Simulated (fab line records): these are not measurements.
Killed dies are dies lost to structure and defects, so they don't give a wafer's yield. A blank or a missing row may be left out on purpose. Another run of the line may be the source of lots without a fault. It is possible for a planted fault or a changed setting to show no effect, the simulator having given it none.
Split-lot experiment + flow n5Finfet + 21 wafers read across 7 lots, on a route 1938 steps long

## SPLIT DETAILS
At N5_HKMG_FIN_COAT_42 (time 60 s, resist thk 35 nm), the setting spinRpm was moved away from the recipe's 1500 rpm on 4 of the 21 wafers read, by -4.3% to +10.6%. The other wafers ran this setting at the recipe's value.

## FROM THE SPLIT TO THE READING: what the file shows between them, 8 steps
- N5_HKMG_FIN_COAT_43: resist thk 90 nm (also split here: spinRpm)
- N5_HKMG_FIN_EBR_45
- N5_HKMG_FIN_SOFTBAKE_44: time 60 s
- N5_HKMG_FIN_EXPOSE_46: exposes mask NDIPOLE
- N5_HKMG_FIN_PEB_47: peb time 60 s
- N5_HKMG_FIN_DEVELOP_48: develop time 30 s
- N5_HKMG_FIN_DESCUM_53: chemistry O2, time 7.9 s
- N5_HKMG_FIN_ETCH_54: etches SiARC in CF4, target depth 45.5 nm, time 75.8 s

## THE READING
SiARC_of_HKMG_FIN_COAT_42.thkNm (the simulator's own value, which no gauge read), in nm, at N5_HKMG_FIN_ETCH_55 (etches SOC in N2/H2, target depth 240 nm, time 300 s). No usual value for it is given in the file. Average 21.6 nm, standard deviation 0.38 nm, over the 17 wafers here run with the recipe.

| wafer  | tool, chamber at the split | spinRpm as run, rpm | against the recipe | SiARC_of_HKMG_FIN_COAT_42.thkNm, nm | against lot-mates on the recipe |
|--------|----------------------------|---------------------|--------------------|-------------------------------------|---------------------------------|
| L078.1 | lithoTrack-02, 0           | 1500                | recipe             | 21.8                                | -                               |
| L078.2 | lithoTrack-02, 0           | 1500                | recipe             | 22                                  | -                               |
| L078.6 | lithoTrack-02, 0           | 1500                | recipe             | 21.6                                | -                               |
| L079.1 | lithoTrack-02, 0           | 1500                | recipe             | 21.8                                | -                               |
| L079.3 | lithoTrack-02, 0           | 1646                | +9.7%              | 20.4                                | -1.4                            |
| L079.5 | lithoTrack-02, 0           | 1646                | +9.7%              | 19.6                                | -2.2                            |
| L080.2 | lithoTrack-01, 0           | 1500                | recipe             | 21.2                                | -                               |
| L080.3 | lithoTrack-01, 0           | 1436                | -4.3%              | 22.4                                | +1.5                            |
| L080.4 | lithoTrack-01, 0           | 1500                | recipe             | 20.6                                | -                               |
| L082.2 | lithoTrack-04, 0           | 1500                | recipe             | 22                                  | -                               |
| L082.6 | lithoTrack-04, 0           | 1500                | recipe             | 22                                  | -                               |
| L082.5 | lithoTrack-04, 0           | 1659                | +10.6%             | 20                                  | -2.0                            |
| L084.4 | lithoTrack-02, 0           | 1500                | recipe             | 21.6                                | -                               |
| L084.6 | lithoTrack-02, 0           | 1500                | recipe             | 21.6                                | -                               |
| L084.5 | lithoTrack-02, 0           | 1500                | recipe             | 21.2                                | -                               |
| L093.1 | lithoTrack-02, 0           | 1500                | recipe             | 21.8                                | -                               |
| L093.3 | lithoTrack-02, 0           | 1500                | recipe             | 21.6                                | -                               |
| L093.4 | lithoTrack-02, 0           | 1500                | recipe             | 21.2                                | -                               |
| L097.1 | lithoTrack-04, 0           | 1500                | recipe             | 21.8                                | -                               |
| L097.3 | lithoTrack-04, 0           | 1500                | recipe             | 21                                  | -                               |
| L097.6 | lithoTrack-04, 0           | 1500                | recipe             | 21.6                                | -                               |

THE FIT
A straight line over all 21 wafers: SiARC_of_HKMG_FIN_COAT_42.thkNm changes by -0.158 nm for each +1% of spinRpm; r = -0.85; the points scatter about the line by 0.38 nm.
The same after taking each lot's own level away (the mean of its wafers on the recipe; 21 wafers): -0.2 nm for each +1%; r = -0.94; scatter 0.29 nm.
On that fit, the largest move of spinRpm shifts the reading by 2.1 nm.
Measured against the standard deviation above, the lots' own levels, which go from 20.90 to 22.00 nm, span 2.9 times it.
Hence the slope depends on the lot-to-lot level, as the two fits are not the same.
Check: for one of the wafers moved furthest among these (+10.6%), held out of the fit, the line's prediction against its lot-mates is -2.1 nm. Against them it came out at -2 nm.

## OTHER SPLITS ON THESE WAFERS
Note: prior to the reading, these wafers also went through further splits. Each is held against what the fit with the lots' levels taken away leaves over:
| other split on the same wafers        | wafers away from the commonest value | r with SiARC_of_HKMG_FIN_COAT_42.thkNm (lot level and that fit taken away) |
|---------------------------------------|--------------------------------------|----------------------------------------------------------------------------|
| N5_ZERO_LAYER_EXPOSE_08 doseMj        | 9                                    | +0.44                                                                      |
| N5_ZERO_LAYER_DEVELOP_10 developTimeS | 12                                   | +0.20                                                                      |
| N5_FIN_SAQP_ETCH_34 sourceW           | 7                                    | +0.12                                                                      |
| N5_SD_EPI_N_EPI_21 epiGrowthTimeS     | 7                                    | +0.23                                                                      |
| N5_SD_EPI_P_COAT_34 spinRpm           | 9                                    | +0.04                                                                      |
| N5_SDB_ALD_29 aldCycles               | 6                                    | +0.03                                                                      |
| N5_HKMG_FIN_COAT_43 spinRpm           | 7                                    | -0.16                                                                      |

## THE WHOLE CHAIN: every reading that the file lists as answering this split, in the file's order
| step                | what it does                                           | reading                                                                            | change (the file's fit)                                                                | r (the file's) |
|---------------------|--------------------------------------------------------|------------------------------------------------------------------------------------|----------------------------------------------------------------------------------------|----------------|
| N5_HKMG_FIN_COAT_42 | time 60 s, resist thk 35 nm                            | SiARC_of_HKMG_FIN_COAT_42.thkNm (the simulator's own value, which no gauge read)   | -0.155 nm for each +1% of the setting                                                  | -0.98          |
| N5_HKMG_FIN_ETCH_54 | etches SiARC in CF4, target depth 45.5 nm, time 75.8 s | etch.depthNm (the simulator's own value, which no gauge read)                      | -0.157 nm for each +1% of the setting                                                  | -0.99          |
| N5_HKMG_FIN_ETCH_55 | etches SOC in N2/H2, target depth 240 nm, time 300 s   | SiARC_of_HKMG_FIN_COAT_42.thkNm (the simulator's own value, which no gauge read)   | -0.2 nm for each +1% of the setting                                                    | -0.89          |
| N5_HKMG_FIN_ETCH_54 | etches SiARC in CF4, target depth 45.5 nm, time 75.8 s | CAR-ArF_of_HKMG_FIN_COAT_43.thkNm (the simulator's own value, which no gauge read) | +0.161 nm for each +1% of the setting, in a fit together with spinRpm@HKMG_FIN_COAT_43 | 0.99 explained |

## FILE'S OWN FIT
SiARC_of_HKMG_FIN_COAT_42.thkNm changes by -0.2 nm for each +1% of spinRpm, r = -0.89.
